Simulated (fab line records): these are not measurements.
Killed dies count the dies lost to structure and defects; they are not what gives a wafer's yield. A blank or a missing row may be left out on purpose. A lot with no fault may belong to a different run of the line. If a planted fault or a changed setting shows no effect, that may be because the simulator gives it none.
fab line records ; flow n5Finfet
record: lots: 7; wafers: 39
route steps=1938 shown FIN_SAQP@147 DUMMY_GATE@228 HKMG_FIN@435
startH: hours from the record's first day to the start of the lot's first wafer shown ; waitH: time in hours since the lot's previous step ; " identical to the entry in the row above ; L1.1+2: a single row standing in for several wafers ; - no value present, or no start provided ; * or withheld: withheld ; < > ~ a bound
route shown NAME@n: names a module that has steps shown in the file, with the first one's number in the route ; usual: average and standard deviation across the fault-free wafers ; same: alike in all rows ; chamber/n: place in a boat ; sites: each site's reading ; _std_site: the standard deviation of these ; _edge_site: outer sites' mean less inner sites' ; radiusMm: for every site, how far away it sits from the centre of the wafer ; mask NAME#n: copy n ; behind: tool/chamber where the wafer was last shaped ; hold: reason for holding the lot/hours on hold/outcome of the hold ; device: names the non-switching transistor (n, p or np) ; end of line: tests of these same wafers at the route's end ; a step without rows: its recipe alone ; killed: dies lost to structure and defects at the first sort, not the wafer's yield ; map: a wafer's dies, x killed, . not, _ none there
set.NAME: the setting the step ran with; set.NAME@STEP: the setting that earlier step ran with ; model.NAME: the simulator's own value behind a step, which no gauge read
one table per step and one row per wafer, for lots whose settings were changed on purpose
== steps ==
step: N5_FIN_SAQP_FIN_ETCH_36
recipe: chemistry: HBr/Cl2/O2; targetDepthA: 1200; maskMaterial: SiNx; timeS: 50.4; biasW: 102; pressureMtorr: 10; icpW: 800; HBr_flow_sccm: 150; Cl2_flow_sccm: 80; O2_flow_sccm: 12
lot.wafer;tool;chamber;startH;waitH;set.biasW;model.etch.depthNm;model.FIN_SAQP.featureDepthNm
L075.1;rieSi-05;1;32.73;0.0;102;122.3;122.4
L075.3;rieSi-05;0;32.73;0.0;102;118.9;118.8
L075.6;rieSi-05;1;32.73;0.0;102;122.6;122.6
L079.1;rieSi-06;3;56.12;0.0;85.59;113.9;113.8
L079.2;rieSi-06;1;56.12;0.0;102;119.9;120
L079.3;rieSi-06;2;56.12;0.0;85.59;116.7;116.8
L079.4;rieSi-06;0;56.12;0.0;102;118.5;118.6
L079.5;rieSi-06;3;56.12;0.0;85.59;114.1;114.2
L079.6;rieSi-06;2;56.12;0.0;102;120.9;121
L088.1+2;rieSi-05;2,3;110.55;0.0;84.75;114.9;115
L088.3;rieSi-05;1;110.55;0.0;102;121;121
L088.4;rieSi-05;0;110.55;0.0;102;117.6;117.6
L088.5;rieSi-05;0;110.55;0.0;102;118.7;118.8
L088.6;rieSi-05;3;110.55;0.0;84.75;115.5;115.6
L090.1;rieSi-05;2;122.23;0.0;83.8;117.1;117
L090.2;rieSi-05;0;122.23;0.0;83.8;115.1;115.2
L090.3;rieSi-05;3;122.23;0.0;102;122.7;122.8
L090.4;rieSi-05;1;122.23;0.0;102;122.1;122.2
L090.5;rieSi-05;3;122.23;0.0;102;122.7;122.6
L090.6;rieSi-05;2;122.23;0.0;83.8;116.7;116.6
L091.1;rieSi-05;2;128.00;0.0;88.44;118.3;118.2
L091.2;rieSi-05;1;128.00;0.0;102;122.3;122.2
L091.3+4;rieSi-05;2,1;128.00;0.0;88.44;118.1;118.2
L091.5;rieSi-05;2;128.00;0.0;102;122;122
L091.6;rieSi-05;1;128.00;0.0;102;122.5;122.6
L096.1;rieSi-06;3;161.26;0.0;102;117.2;117.2
L096.2;rieSi-06;0;161.26;0.0;107.6;120.4;120.4
L096.3;rieSi-06;1;161.26;0.0;102;118.6;118.6
L096.4;rieSi-06;2;161.26;0.0;102;120.6;120.6
L096.5;rieSi-06;0;161.26;0.0;107.6;119.7;119.8
L096.6;rieSi-06;3;161.26;0.0;107.6;118.7;118.6
L097.1;rieSi-01;3;167.58;0.0;102;117.8;117.8
L097.2;rieSi-01;0;167.58;0.0;88.26;117.1;117.2
L097.3;rieSi-01;1;167.58;0.0;102;119.9;120
L097.4;rieSi-01;2;167.58;0.0;102;119;119
L097.5;rieSi-01;1;167.58;0.0;88.26;116.1;116.2
L097.6;rieSi-01;2;167.58;0.0;88.26;115.7;115.6
step: N5_FIN_SAQP_PRECLEAN_38
recipe: chemistry: O3/DIW; timeS: 45; tempC: 22; o3Ppm: 10
step: N5_FIN_SAQP_PRECLEAN_45
recipe: chemistry: dHF; timeS: 10; dilution: 500:1; tempC: 25
step: N5_FIN_SAQP_SRD_39
recipe: dry: ipaMarangoni; timeS: 30; tempC: 23; rinseLiquid: diw
step: N5_FIN_SAQP_OCD_MEAS_76
usual: trenchDepthNm: 120.3/1.5
lot.wafer;tool;chamber;startH;waitH;set.biasW@FIN_SAQP_FIN_ETCH_36;trenchDepthNm
L075.1;ocd-02;-;32.95;0.0;102;122.2
L075.3;ocd-02;-;32.95;0.0;102;119.0
L075.6;ocd-02;-;32.95;0.0;102;122.3
L079.1;ocd-02;-;56.34;0.0;85.59;113.4
L079.2;ocd-02;-;56.34;0.0;102;119.9
L079.3;ocd-02;-;56.34;0.0;85.59;116.5
L079.4;ocd-02;-;56.34;0.0;102;118.4
L079.5;ocd-02;-;56.34;0.0;85.59;114.1
L079.6;ocd-02;-;56.34;0.0;102;120.5
L088.1;ocd-01;-;110.77;0.0;84.75;115.6
L088.2;ocd-01;-;110.77;0.0;84.75;114.6
L088.3;ocd-01;-;110.77;0.0;102;120.8
L088.4;ocd-01;-;110.77;0.0;102;117.1
L088.5;ocd-01;-;110.77;0.0;102;118.7
L088.6;ocd-01;-;110.77;0.0;84.75;115.7
L090.1;ocd-02;-;122.49;0.0;83.8;117.2
L090.2;ocd-02;-;122.49;0.0;83.8;115.6
L090.3;ocd-02;-;122.49;0.0;102;122.4
L090.4;ocd-02;-;122.49;0.0;102;122.2
L090.5;ocd-02;-;122.49;0.0;102;122.4
L090.6;ocd-02;-;122.49;0.0;83.8;117.0
L091.1;ocd-01;-;128.27;0.0;88.44;117.7
L091.2;ocd-01;-;128.27;0.0;102;122.6
L091.3;ocd-01;-;128.27;0.0;88.44;117.7
L091.4;ocd-01;-;128.27;0.0;88.44;117.9
L091.5;ocd-01;-;128.27;0.0;102;121.9
L091.6;ocd-01;-;128.27;0.0;102;122.5
L096.1;ocd-01;-;161.47;0.0;102;117.3
L096.2;ocd-01;-;161.47;0.0;107.6;120.4
L096.3;ocd-01;-;161.47;0.0;102;119.5
L096.4;ocd-01;-;161.47;0.0;102;120.6
L096.5;ocd-01;-;161.47;0.0;107.6;120.0
L096.6;ocd-01;-;161.47;0.0;107.6;118.8
L097.1;ocd-01;-;167.81;0.0;102;117.9
L097.2;ocd-01;-;167.81;0.0;88.26;117.2
L097.3;ocd-01;-;167.81;0.0;102;120.2
L097.4;ocd-01;-;167.81;0.0;102;118.4
L097.5;ocd-01;-;167.81;0.0;88.26;116.3
L097.6;ocd-01;-;167.81;0.0;88.26;115.0
step: N5_DUMMY_GATE_EXPOSE_12
recipe: maskId: GATE; na: 0.33; sourceShape: annular; sigmaInner: 0.2; sigmaOuter: 0.6; polarization: unpolarized; targetCdNm: 25; doseMj: 34
lot.wafer;tool;chamber;startH;waitH;mask;set.doseMj
L075.1+3+6;euvScanner-01;0;52.86;-;GATE#0;34
L079.1+2+4;euvScanner-02;0;74.95;-;GATE#0;34
L079.3+5+6;euvScanner-02;0;74.95;-;GATE#0;36.71
L088.1+4+6;euvScanner-02;0;129.52;-;GATE#0;35.32
L088.2+3+5;euvScanner-02;0;129.52;-;GATE#0;34
L090.1+5+6;euvScanner-02;0;141.31;-;GATE#0;34
L090.2+3+4;euvScanner-02;0;141.31;-;GATE#0;33.11
L091.1+2+3+4+5+6;euvScanner-01;0;147.79;-;GATE#0;34
L096.1+2+3+4+5+6;euvScanner-01;0;185.22;-;GATE#0;34
L097.1+2+6;euvScanner-02;0;191.09;-;GATE#0;34
L097.3+4+5;euvScanner-02;0;191.09;-;GATE#0;32.69
step: N5_DUMMY_GATE_PEB_13
recipe: pebTempC: 100; pebTimeS: 60; resist: CAR-EUV
step: N5_DUMMY_GATE_DEVELOP_14
recipe: developTimeS: 30; developer: TMAH; resist: CAR-EUV; rinseLiquid: surfactantRinse; dry: airSpin; devTempC: 23
step: N5_DUMMY_GATE_CD_MEAS_15
recipe: targetCdNm: 25.8; landingEnergyEv: 500; detector: seInlens
usual: cdNm: 24.97/0.22
lot.wafer;tool;chamber;startH;waitH;set.doseMj@DUMMY_GATE_EXPOSE_12;cdNm
L075.1;cdSem-02;0;52.99;-;34;24.85
L075.3;cdSem-02;0;52.99;-;34;24.77
L075.6;cdSem-02;0;52.99;-;34;25.04
L079.1;cdSem-03;0;75.08;-;34;25.20
L079.2;cdSem-03;0;75.08;-;34;24.80
L079.3;cdSem-03;0;75.08;-;36.71;23.66
L079.4;cdSem-03;0;75.08;-;34;25.43
L079.5;cdSem-03;0;75.08;-;36.71;23.74
L079.6;cdSem-03;0;75.08;-;36.71;23.58
L088.1;cdSem-03;0;129.64;-;35.32;24.11
L088.2;cdSem-03;0;129.64;-;34;24.84
L088.3;cdSem-03;0;129.64;-;34;24.58
L088.4;cdSem-03;0;129.64;-;35.32;24.07
L088.5;cdSem-03;0;129.64;-;34;24.76
L088.6;cdSem-03;0;129.64;-;35.32;23.89
L090.1;cdSem-02;0;141.44;-;34;25.26
L090.2;cdSem-02;0;141.44;-;33.11;25.34
L090.3;cdSem-02;0;141.44;-;33.11;25.63
L090.4;cdSem-02;0;141.44;-;33.11;25.62
L090.5;cdSem-02;0;141.44;-;34;25.26
L090.6;cdSem-02;0;141.44;-;34;24.99
L091.1;cdSem-03;0;147.92;-;34;24.90
L091.2;cdSem-03;0;147.92;-;34;25.25
L091.3;cdSem-03;0;147.92;-;34;25.09
L091.4;cdSem-03;0;147.92;-;34;25.05
L091.5;cdSem-03;0;147.92;-;34;25.20
L091.6;cdSem-03;0;147.92;-;34;25.16
L096.1;cdSem-02;0;185.35;-;34;25.04
L096.2;cdSem-02;0;185.35;-;34;24.88
L096.3;cdSem-02;0;185.35;-;34;25.10
L096.4;cdSem-02;0;185.35;-;34;24.55
L096.5;cdSem-02;0;185.35;-;34;25.21
L096.6;cdSem-02;0;185.35;-;34;24.56
L097.1;cdSem-03;0;191.21;-;34;24.82
L097.2;cdSem-03;0;191.21;-;34;24.88
L097.3;cdSem-03;0;191.21;-;32.69;25.88
L097.4;cdSem-03;0;191.21;-;32.69;25.08
L097.5;cdSem-03;0;191.21;-;32.69;26.09
L097.6;cdSem-03;0;191.21;-;34;25.01
step: N5_DUMMY_GATE_ETCH_37
recipe: chemistry: N2/H2; target: SOC; targetDepthA: 600; overetchA: 300; tempC: 40; ionEnergyEv: 200; pressureMtorr: 30; sourceW: 840; biasW: 150; n2FlowSccm: 200; h2FlowSccm: 200
usual: rfVppV: 523.2/2.5
lot.wafer;tool;chamber;startH;waitH;set.sourceW;rfVppV
L075.1;rieDiel-04;0;53.38;0.0;840;523.5
L075.3;rieDiel-04;3;53.38;0.0;840;523.6
L075.6;rieDiel-04;3;53.38;0.0;840;522.6
L079.1;rieDiel-03;3;75.43;0.0;756;540.5
L079.2;rieDiel-03;2;75.43;0.0;840;520.8
L079.3;rieDiel-03;1;75.43;0.0;840;526.2
L079.4;rieDiel-03;0;75.43;0.0;756;539.8
L079.5;rieDiel-03;0;75.43;0.0;840;519.1
L079.6;rieDiel-03;3;75.43;0.0;756;541.0
L088.1;rieDiel-04;0;130.48;0.0;840;523.4
L088.2;rieDiel-04;3;130.48;0.0;727.8;549.3
L088.3;rieDiel-04;2;130.48;0.0;840;524.0
L088.4;rieDiel-04;1;130.48;0.0;727.8;553.2
L088.5;rieDiel-04;1;130.48;0.0;727.8;553.6
L088.6;rieDiel-04;2;130.48;0.0;840;522.4
L090.1;rieDiel-04;2;141.84;0.0;986.1;495.8
L090.2;rieDiel-04;0;141.84;0.0;840;524.9
L090.3;rieDiel-04;1;141.84;0.0;986.1;499.4
L090.4;rieDiel-04;3;141.84;0.0;840;523.3
L090.5;rieDiel-04;3;141.84;0.0;840;524.4
L090.6;rieDiel-04;2;141.84;0.0;986.1;494.7
L091.1;rieDiel-04;2;148.20;0.0;721.5;549.6
L091.2;rieDiel-04;1;148.20;0.0;840;526.0
L091.3;rieDiel-04;3;148.20;0.0;721.5;550.1
L091.4;rieDiel-04;0;148.20;0.0;840;524.8
L091.5;rieDiel-04;2;148.20;0.0;721.5;549.9
L091.6;rieDiel-04;3;148.20;0.0;840;523.0
L096.1;rieDiel-04;2;185.64;0.0;840;521.8
L096.2;rieDiel-04;1;185.64;0.0;894.3;517.2
L096.3;rieDiel-04;3;185.64;0.0;894.3;510.8
L096.4;rieDiel-04;0;185.64;0.0;894.3;512.8
L096.5;rieDiel-04;2;185.64;0.0;840;523.2
L096.6;rieDiel-04;1;185.64;0.0;840;526.4
L097.1;rieDiel-02;1;191.74;0.0;840;519.6
L097.2;rieDiel-02;3;191.74;0.0;840;526.0
L097.3;rieDiel-02;0;191.74;0.0;970.4;498.8
L097.4;rieDiel-02;2;191.74;0.0;840;523.6
L097.5;rieDiel-02;1;191.74;0.0;970.4;496.2
L097.6;rieDiel-02;0;191.74;0.0;970.4;499.0
step: N5_DUMMY_GATE_STRIP_38
recipe: chemistry: N2/H2; tempC: 40; n2FlowSccm: 200; h2FlowSccm: 200; rfFrequencyHz: 6e+07
step: N5_DUMMY_GATE_STRIP_39
recipe: chemistry: N2/H2; tempC: 40; n2FlowSccm: 200; h2FlowSccm: 200; rfFrequencyHz: 6e+07
step: N5_DUMMY_GATE_TRIM_49
recipe: chemistry: O2; resist: SOC; timeS: 29; targetCdNm: 14; sourcePowerW: 300; biasPowerW: 0; O2_flow_sccm: 100; tempC: 20
lot.wafer;tool;chamber;startH;waitH;set.doseMj@DUMMY_GATE_EXPOSE_12;model.DUMMY_GATE.cdNm
L075.1;rieSi-02;3;53.46;0.0;34;14
L075.3;rieSi-02;1;53.46;0.0;34;14.2
L075.6;rieSi-02;1;53.46;0.0;34;14.4
L079.1+4;rieSi-02;2,3;75.51;0.0;34;14
L079.2;rieSi-02;1;75.51;0.0;34;14.2
L079.3+6;rieSi-02;0,1;75.51;0.0;36.71;12.8
L079.5;rieSi-02;0;75.51;0.0;36.71;12.6
L088.1+6;rieSi-04;2;130.56;0.0;35.32;13.2
L088.2;rieSi-04;3;130.56;0.0;34;14.2
L088.3+5;rieSi-04;0,3;130.56;0.0;34;14
L088.4;rieSi-04;1;130.56;0.0;35.32;13.4
L090.1+5+6;rieSi-03;3,2,1;141.92;0.0;34;14.2
L090.2;rieSi-03;0;141.92;0.0;33.11;14.4
L090.3+4;rieSi-03;1,2;141.92;0.0;33.11;14.6
L091.1+5;rieSi-02;2;148.28;0.0;34;14.6
L091.2+3;rieSi-02;3,1;148.28;0.0;34;14.4
L091.4+6;rieSi-02;0,3;148.28;0.0;34;14.2
L096.1;rieSi-02;1;185.72;0.0;34;14.4
L096.2;rieSi-02;0;185.72;0.0;34;13.6
L096.3+4+5;rieSi-02;2,3,0;185.72;0.0;34;14
L096.6;rieSi-02;1;185.72;0.0;34;14.2
L097.1;rieSi-03;0;191.82;0.0;34;14
L097.2;rieSi-03;2;191.82;0.0;34;14.6
L097.3;rieSi-03;3;191.82;0.0;32.69;14.6
L097.4;rieSi-03;1;191.82;0.0;32.69;15.2
L097.5;rieSi-03;0;191.82;0.0;32.69;14.4
L097.6;rieSi-03;1;191.82;0.0;34;14.2
step: N5_DUMMY_GATE_ETCH_31
recipe: chemistry: C4F6/O2; target: SiO2; maskMaterial: SOC; targetDepthA: 825; timeS: 27.5; ionEnergyEv: 250; pressureMtorr: 30; sourceW: 345; biasW: 185; Ar_flow_sccm: 300; C4F6_flow_sccm: 10; O2_flow_sccm: 10
lot.wafer;tool;chamber;startH;waitH;set.targetDepthA;model.etch.depthNm;model.SOC_of_DUMMY_GATE_COAT_34.thkNm
L075.1;rieDiel-04;1;53.66;0.0;825;80.3;52
L075.3;rieDiel-04;0;53.66;0.0;825;80.89;51.8
L075.6;rieDiel-04;3;53.66;0.0;825;81.1;52
L079.1;rieDiel-02;1;75.86;0.0;781;79.04;52.2
L079.2;rieDiel-02;0;75.86;0.0;825;80.61;52
L079.3;rieDiel-02;3;75.86;0.0;825;80.07;52.2
L079.4;rieDiel-02;2;75.86;0.0;781;76.04;52.2
L079.5;rieDiel-02;0;75.86;0.0;781;76.51;52.6
L079.6;rieDiel-02;3;75.86;0.0;825;81.24;52
L088.1;rieDiel-02;3;130.92;0.2;825;81.21;51.8
L088.2;rieDiel-02;2;130.92;0.2;886.2;87.2;51
L088.3;rieDiel-02;0;130.92;0.2;886.2;87.58;51.2
L088.4;rieDiel-02;3;130.92;0.2;886.2;86.23;51.4
L088.5;rieDiel-02;2;130.92;0.2;825;80.77;51.8
L088.6;rieDiel-02;0;130.92;0.2;825;81.22;51.8
L090.1;rieDiel-03;3;142.33;0.0;825;82.29;52
L090.2;rieDiel-03;0;142.33;0.0;825;82.22;51.8
L090.3;rieDiel-03;1;142.33;0.0;825;81.18;52.2
L090.4;rieDiel-03;2;142.33;0.0;825;81.52;52.2
L090.5;rieDiel-03;2;142.33;0.0;825;82.13;52
L090.6;rieDiel-03;1;142.33;0.0;825;82.14;52
L091.1;rieDiel-04;1;148.48;0.0;825;81.85;51.8
L091.2;rieDiel-04;0;148.48;0.0;825;81.57;52
L091.3;rieDiel-04;2;148.48;0.0;825;79.64;52.2
L091.4;rieDiel-04;3;148.48;0.0;825;81.21;52
L091.5;rieDiel-04;0;148.48;0.0;825;81.16;52
L091.6;rieDiel-04;1;148.48;0.0;825;80.77;52
L096.1+6;rieDiel-02;2;185.91;0.0;721.9;75.56;52.4
L096.2;rieDiel-02;1;185.91;0.0;825;85.32;51.8
L096.3;rieDiel-02;0;185.91;0.0;721.9;71.59;52.8
L096.4;rieDiel-02;1;185.91;0.0;825;83.98;51.6
L096.5;rieDiel-02;0;185.91;0.0;825;81.93;52
L097.1;rieDiel-04;0;192.33;0.0;729.2;72.35;53
L097.2;rieDiel-04;3;192.33;0.0;825;81.21;52.2
L097.3;rieDiel-04;1;192.33;0.0;729.2;71.97;53
L097.4;rieDiel-04;0;192.33;0.0;825;81.17;52
L097.5;rieDiel-04;1;192.33;0.0;825;80.82;52
L097.6;rieDiel-04;3;192.33;0.0;729.2;71.68;53
step: N5_DUMMY_GATE_STRIP_41
recipe: chemistry: O2; powerW: 400; tempC: 40; pressureMtorr: 30; rfFrequencyHz: 6e+07; biasPowerW: 0; overashFraction: 0.3; o2FlowSccm: 225
step: N5_DUMMY_GATE_HM_OPEN_21
recipe: chemistry: CH3F/O2; target: SiNx; targetDepthA: 1200; Ar_flow_sccm: 150; CH3F_flow_sccm: 30; O2_flow_sccm: 23; timeS: 171.4; pressureMtorr: 30; sourceW: 395; biasW: 73; ionEnergyEv: 120.7
step: N5_DUMMY_GATE_ETCH_32
recipe: chemistry: CF4; target: SiO2; targetDepthA: 35; timeS: 3.9; ionEnergyEv: 350; pressureMtorr: 10; icpW: 800; biasW: 400; cf4FlowSccm: 80
step: N5_DUMMY_GATE_ETCH_23
recipe: chemistry: HBr/Cl2/O2; HBr_flow_sccm: 150; Cl2_flow_sccm: 80; O2_flow_sccm: 12; biasW: 102; targetDepthA: 410; timeS: 22.3; target: poly-Si; maskMaterial: SiO2; pressureMtorr: 10; icpW: 800
step: N5_DUMMY_GATE_ETCH_44
recipe: chemistry: HBr/O2; overEtchFrac: 0.7; targetDepthA: 1275; stopOn: SiO2; ionEnergyEv: 60; biasW: 20; target: poly-Si; maskMaterial: SiO2; pressureMtorr: 20; icpW: 400; HBr_flow_sccm: 120; O2_flow_sccm: 10
lot.wafer;tool;chamber;startH;waitH;set.doseMj@DUMMY_GATE_EXPOSE_12;model.DUMMY_GATE.cdNm
L075.1;rieSi-04;3;53.99;0.0;34;15
L075.3;rieSi-04;2;53.99;0.0;34;15.2
L075.6;rieSi-04;0;53.99;0.0;34;15.6
L079.1;rieSi-02;0;76.20;0.0;34;15
L079.2;rieSi-02;2;76.20;0.0;34;15.4
L079.3+6;rieSi-02;1;76.20;0.0;36.71;13.8
L079.4;rieSi-02;3;76.20;0.0;34;15.2
L079.5;rieSi-02;2;76.20;0.0;36.71;13.6
L088.1;rieSi-02;2;131.25;0.0;35.32;14.2
L088.2+3;rieSi-02;3,1;131.25;0.0;34;15.2
L088.4+6;rieSi-02;0,1;131.25;0.0;35.32;14.4
L088.5;rieSi-02;0;131.25;0.0;34;14.8
L090.1;rieSi-02;2;142.67;0.0;34;15
L090.2;rieSi-02;1;142.67;0.0;33.11;15.2
L090.3;rieSi-02;0;142.67;0.0;33.11;15.4
L090.4;rieSi-02;3;142.67;0.0;33.11;15.6
L090.5+6;rieSi-02;2,3;142.67;0.0;34;15.2
L091.1;rieSi-04;3;148.81;0.0;34;15.4
L091.2+4;rieSi-04;1,2;148.81;0.0;34;15.2
L091.3+5;rieSi-04;2,3;148.81;0.0;34;15.6
L091.6;rieSi-04;1;148.81;0.0;34;15
L096.1+3;rieSi-02;0,2;186.25;0.0;34;15.2
L096.2;rieSi-02;3;186.25;0.0;34;14.6
L096.4+6;rieSi-02;1,2;186.25;0.0;34;15
L096.5;rieSi-02;3;186.25;0.0;34;14.8
L097.1;rieSi-02;2;192.66;0.0;34;15
L097.2;rieSi-02;1;192.66;0.0;34;15.6
L097.3;rieSi-02;3;192.66;0.0;32.69;15.8
L097.4;rieSi-02;0;192.66;0.0;32.69;16.2
L097.5;rieSi-02;2;192.66;0.0;32.69;15.6
L097.6;rieSi-02;3;192.66;0.0;34;15.4
step: N5_DUMMY_GATE_ETCH_42
recipe: chemistry: CHF3/O2; target: SiO2; targetDepthA: 35; timeS: 31; ionEnergyEv: 30; biasW: 12; pressureMtorr: 30; sourceW: 600; Ar_flow_sccm: 200; CHF3_flow_sccm: 50; O2_flow_sccm: 5
lot.wafer;tool;chamber;startH;waitH;set.doseMj@DUMMY_GATE_EXPOSE_12;model.DUMMY_GATE.cdNm
L075.1;rieDiel-04;2;54.15;0.0;34;15
L075.3;rieDiel-04;0;54.15;0.0;34;15.4
L075.6;rieDiel-04;2;54.15;0.0;34;15.6
L079.1;rieDiel-02;1;76.36;0.0;34;15
L079.2;rieDiel-02;3;76.36;0.0;34;15.4
L079.3;rieDiel-02;0;76.36;0.0;36.71;13.8
L079.4;rieDiel-02;2;76.36;0.0;34;15.2
L079.5+6;rieDiel-02;3,2;76.36;0.0;36.71;13.6
L088.1;rieDiel-04;0;131.41;0.0;35.32;14.2
L088.2+3;rieDiel-04;3,1;131.41;0.0;34;15.2
L088.4+6;rieDiel-04;2,0;131.41;0.0;35.32;14.4
L088.5;rieDiel-04;3;131.41;0.0;34;14.8
L090.1;rieDiel-04;1;142.83;0.0;34;15
L090.2;rieDiel-04;0;142.83;0.0;33.11;15.2
L090.3;rieDiel-04;3;142.83;0.0;33.11;15.4
L090.4;rieDiel-04;2;142.83;0.0;33.11;15.6
L090.5+6;rieDiel-04;0,3;142.83;0.0;34;15.2
L091.1;rieDiel-03;3;148.97;0.0;34;15.4
L091.2+4;rieDiel-03;1,2;148.97;0.0;34;15.2
L091.3+5;rieDiel-03;0,3;148.97;0.0;34;15.6
L091.6;rieDiel-03;2;148.97;0.0;34;15
L096.1+3;rieDiel-02;2,0;186.41;0.0;34;15.2
L096.2;rieDiel-02;1;186.41;0.0;34;14.6
L096.4+6;rieDiel-02;0,2;186.41;0.0;34;15
L096.5;rieDiel-02;1;186.41;0.0;34;14.8
L097.1;rieDiel-03;2;192.89;0.1;34;15
L097.2;rieDiel-03;0;192.89;0.1;34;15.6
L097.3;rieDiel-03;3;192.89;0.1;32.69;15.8
L097.4;rieDiel-03;2;192.89;0.1;32.69;16.2
L097.5;rieDiel-03;3;192.89;0.1;32.69;15.6
L097.6;rieDiel-03;0;192.89;0.1;34;15.4
step: N5_HKMG_FIN_ETCH_32
recipe: chemistry: N2/H2; target: SOC; targetDepthA: 2400; tempC: 40; timeS: 300; ionEnergyEv: 200; maskMaterial: SiARC; pressureMtorr: 30; sourceW: 840; biasW: 150; n2FlowSccm: 200; h2FlowSccm: 200
lot.wafer;tool;chamber;startH;waitH;set.targetDepthA;model.HKMG_FIN.featureDepthNm;model.etch.depthNm;model.SiARC_of_HKMG_FIN_COAT_30.thkNm
L075.1;rieDiel-06;2;80.23;0.0;2400;238.8;238.7;21.2
L075.3;rieDiel-06;0;80.23;0.0;2400;242.8;242.9;21
L075.6;rieDiel-06;1;80.23;0.0;2400;239.6;239.7;21.4
L079.1;rieDiel-01;0;108.15;0.0;2296;226.4;226.4;22.2
L079.2;rieDiel-01;2;108.15;0.0;2296;231.4;231.4;22
L079.3;rieDiel-01;3;108.15;0.0;2400;238;237.9;21.2
L079.4;rieDiel-01;1;108.15;0.0;2400;236.4;236.4;21.6
L079.5;rieDiel-01;3;108.15;0.0;2296;225.6;225.7;22
L079.6;rieDiel-01;2;108.15;0.0;2400;240.2;240.3;21.2
L088.1;rieDiel-05;0;163.16;0.0;2220;220.4;220.4;22.2
L088.2;rieDiel-05;1;163.16;0.0;2400;245.6;245.5;20.8
L088.3;rieDiel-05;2;163.16;0.0;2220;228.6;228.6;21.8
L088.4;rieDiel-05;3;163.16;0.0;2220;221.2;221.2;22
L088.5;rieDiel-05;2;163.16;0.0;2400;248.8;248.8;20.6
L088.6;rieDiel-05;1;163.16;0.0;2400;245.4;245.5;20.8
L090.1;rieDiel-06;1;171.89;0.0;2400;238.6;238.5;21.4
L090.2;rieDiel-06;2;171.89;0.0;2275;224.8;224.9;22
L090.3;rieDiel-06;3;171.89;0.0;2275;223.2;223.2;22
L090.4;rieDiel-06;0;171.89;0.0;2400;242;241.9;20.8
L090.5;rieDiel-06;3;171.89;0.0;2275;222.6;222.6;21.8
L090.6;rieDiel-06;2;171.89;0.0;2400;235.2;235.2;21.4
L091.1;rieDiel-06;3;178.58;0.0;2400;238;238;21
L091.2;rieDiel-06;2;178.58;0.0;2400;239.4;239.4;21.4
L091.3;rieDiel-06;1;178.58;0.0;2400;241.4;241.5;21.2
L091.4;rieDiel-06;0;178.58;0.0;2400;246.4;246.5;20.8
L091.5;rieDiel-06;2;178.58;0.0;2400;239.2;239.2;21.2
L091.6;rieDiel-06;3;178.58;0.0;2400;238;238;21.2
L096.1;rieDiel-05;0;216.58;0.0;2201;218.4;218.4;22.2
L096.2;rieDiel-05;2;216.58;0.0;2201;225.8;225.8;22
L096.3;rieDiel-05;3;216.58;0.0;2400;241.8;241.8;20.8
L096.4;rieDiel-05;1;216.58;0.0;2400;243;243;20.8
L096.5;rieDiel-05;3;216.58;0.0;2201;221.6;221.7;22
L096.6;rieDiel-05;0;216.58;0.0;2400;238;238.1;21.2
L097.1;rieDiel-05;1;219.93;0.0;2400;245.6;245.5;20.8
L097.2;rieDiel-05;0;219.93;0.0;2630;260.6;260.6;19.8
L097.3;rieDiel-05;3;219.93;0.0;2630;267;267;19.4
L097.4;rieDiel-05;2;219.93;0.0;2630;273.4;273.4;19.2
L097.5;rieDiel-05;2;219.93;0.0;2400;248.8;248.8;20.6
L097.6;rieDiel-05;3;219.93;0.0;2400;244.2;244.3;20.6
== key ==
split: step: N5_FIN_SAQP_FIN_ETCH_36; setting: biasW; stated: 102; by: wafer
response: step: N5_FIN_SAQP_FIN_ETCH_36; reading: model.etch.depthNm; change: +0.28; per: 1%; r: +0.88
response: step: N5_FIN_SAQP_FIN_ETCH_36; reading: model.FIN_SAQP.featureDepthNm; change: +0.281; per: 1%; r: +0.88
response: step: N5_FIN_SAQP_OCD_MEAS_76; reading: trenchDepthNm; change: +0.273; per: 1%; r: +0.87
split: step: N5_DUMMY_GATE_EXPOSE_12; setting: doseMj; stated: 34; by: wafer
response: step: N5_DUMMY_GATE_CD_MEAS_15; reading: cdNm; change: -0.184; per: 1%; r: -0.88
response: step: N5_DUMMY_GATE_TRIM_49; reading: model.DUMMY_GATE.cdNm; change: -0.164; per: 1%; r: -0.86
response: step: N5_DUMMY_GATE_ETCH_44; reading: model.DUMMY_GATE.cdNm; change: -0.172; per: 1%; r: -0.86
response: step: N5_DUMMY_GATE_ETCH_42; reading: model.DUMMY_GATE.cdNm; change: -0.178; per: 1%; r: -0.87
split: step: N5_DUMMY_GATE_ETCH_37; setting: sourceW; stated: 840; by: wafer
response: step: N5_DUMMY_GATE_ETCH_37; reading: rfVppV; change: -1.75; per: 1%; r: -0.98
split: step: N5_DUMMY_GATE_ETCH_31; setting: targetDepthA; stated: 825; by: wafer
response: step: N5_DUMMY_GATE_ETCH_31; reading: model.etch.depthNm; change: +0.765; per: 1%; r: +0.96
response: step: N5_DUMMY_GATE_ETCH_31; reading: model.SOC_of_DUMMY_GATE_COAT_34.thkNm; change: -0.0691; per: 1%; r: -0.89
split: step: N5_HKMG_FIN_ETCH_32; setting: targetDepthA; stated: 2400; by: wafer
response: step: N5_HKMG_FIN_ETCH_32; reading: model.HKMG_FIN.featureDepthNm; change: +2.49; per: 1%; r: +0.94
response: step: N5_HKMG_FIN_ETCH_32; reading: model.etch.depthNm; change: +2.49; per: 1%; r: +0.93
response: step: N5_HKMG_FIN_ETCH_32; reading: model.SiARC_of_HKMG_FIN_COAT_30.thkNm; change: -0.142; per: 1%; r: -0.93
